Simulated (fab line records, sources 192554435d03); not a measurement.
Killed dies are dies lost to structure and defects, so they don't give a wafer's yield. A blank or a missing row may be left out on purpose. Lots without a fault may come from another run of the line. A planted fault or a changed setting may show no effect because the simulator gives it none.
Split-lot experiment | flow n5_finfet | 7 lots, 21 wafers read, on a route of 1938 steps

THE SPLIT
At N5_SD_EPI_P_COAT_03 (resist thk 150 nm), the setting spin_rpm was moved away from the recipe's 1500 rpm on 5 of the 21 wafers read, by -9.9% to +9.8%. The other wafers ran this setting at the recipe's value.

FROM THE SPLIT TO THE READING: what the file shows between them, 6 steps
- N5_SD_EPI_P_EBR_05
- N5_SD_EPI_P_SOFTBAKE_04: time 60 s
- N5_SD_EPI_P_EXPOSE_06: exposes mask SD P BLK, target cd 240 nm
- N5_SD_EPI_P_PEB_07: peb time 60 s
- N5_SD_EPI_P_DEVELOP_08: develop time 30 s
- N5_SD_EPI_P_DESCUM_14: chemistry O2, time 7.9 s

THE READING
CAR-ArF-block_of_SD_EPI_P_COAT_03.thk_nm (the simulator's own value, which no gauge read), in nm, at N5_SD_EPI_P_ETCH_36 (etches SiARC in CF4, target depth 45.5 nm, time 75.8 s). The file gives no usual value for it. The 16 wafers here that ran the recipe average 110.7 nm, standard deviation 0.38 nm.

wafer  | tool, chamber at the split | spin_rpm as run, rpm | against the recipe | CAR-ArF-block_of_SD_EPI_P_COAT_03.thk_nm, nm | against lot-mates on the recipe
L076.2 | litho_track-05, 0          | 1500                 | recipe             | 110.4                                        | -
L076.4 | litho_track-05, 0          | 1500                 | recipe             | 110.2                                        | -
L076.5 | litho_track-05, 0          | 1500                 | recipe             | 110.6                                        | -
L085.1 | litho_track-03, 0          | 1500                 | recipe             | 110.6                                        | -
L085.2 | litho_track-03, 0          | 1500                 | recipe             | 110.6                                        | -
L085.4 | litho_track-03, 0          | 1500                 | recipe             | 109.8                                        | -
L086.1 | litho_track-05, 0          | 1560                 | +4.0%              | 107.8                                        | -3.0
L086.5 | litho_track-05, 0          | 1500                 | recipe             | 111                                          | -
L086.6 | litho_track-05, 0          | 1500                 | recipe             | 110.6                                        | -
L087.1 | litho_track-02, 0          | 1500                 | recipe             | 111.2                                        | -
L087.6 | litho_track-02, 0          | 1500                 | recipe             | 111.2                                        | -
L087.4 | litho_track-02, 0          | 1632                 | +8.8%              | 104.8                                        | -6.4
L091.2 | litho_track-03, 0          | 1500                 | recipe             | 110.4                                        | -
L091.3 | litho_track-03, 0          | 1500                 | recipe             | 111.2                                        | -
L091.4 | litho_track-03, 0          | 1500                 | recipe             | 111                                          | -
L095.1 | litho_track-02, 0          | 1500                 | recipe             | 110.8                                        | -
L095.3 | litho_track-02, 0          | 1647                 | +9.8%              | 104.2                                        | -6.6
L095.4 | litho_track-02, 0          | 1647                 | +9.8%              | 104.8                                        | -6.0
L096.2 | litho_track-03, 0          | 1500                 | recipe             | 110.6                                        | -
L096.3 | litho_track-03, 0          | 1500                 | recipe             | 111                                          | -
L096.5 | litho_track-03, 0          | 1352                 | -9.9%              | 118.4                                        | +7.6

THE FIT
A straight line over all 21 wafers: CAR-ArF-block_of_SD_EPI_P_COAT_03.thk_nm changes by -0.687 nm for each +1% of spin_rpm; r = -0.99; the points scatter about the line by 0.45 nm.
The same after taking each lot's own level away (the mean of its wafers on the recipe; 21 wafers): -0.701 nm for each +1%; r = -0.99; scatter 0.35 nm.
On that fit, the largest move of spin_rpm shifts the reading by 6.9 nm.
The lots' own levels span 110.33 to 111.20 nm, that is 2.3 times the standard deviation above.
So the lot-to-lot level changes the slope little: the two slopes agree.
Check: with one of the wafers moved furthest among these (-9.9%) left out of the fit, the line predicts +6.6 nm for it against its lot-mates. It came out at +7.6 nm against them.

THE WHOLE CHAIN: every reading that the file lists as answering this split, in the file's order
step                   | what it does                                           | reading                                                                                   | change (the file's fit)               | r (the file's)
N5_SD_EPI_P_COAT_03    | resist thk 150 nm                                      | CAR-ArF-block_of_SD_EPI_P_COAT_03.thk_nm (the simulator's own value, which no gauge read) | -0.728 nm for each +1% of the setting | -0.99
N5_SD_EPI_P_DEVELOP_08 | develop time 30 s                                      | CAR-ArF-block_of_SD_EPI_P_COAT_03.thk_nm (the simulator's own value, which no gauge read) | -0.724 nm for each +1% of the setting | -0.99
N5_SD_EPI_P_ETCH_36    | etches SiARC in CF4, target depth 45.5 nm, time 75.8 s | CAR-ArF-block_of_SD_EPI_P_COAT_03.thk_nm (the simulator's own value, which no gauge read) | -0.715 nm for each +1% of the setting | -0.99

THE FILE'S OWN FIT
CAR-ArF-block_of_SD_EPI_P_COAT_03.thk_nm changes by -0.715 nm for each +1% of spin_rpm, r = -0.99.
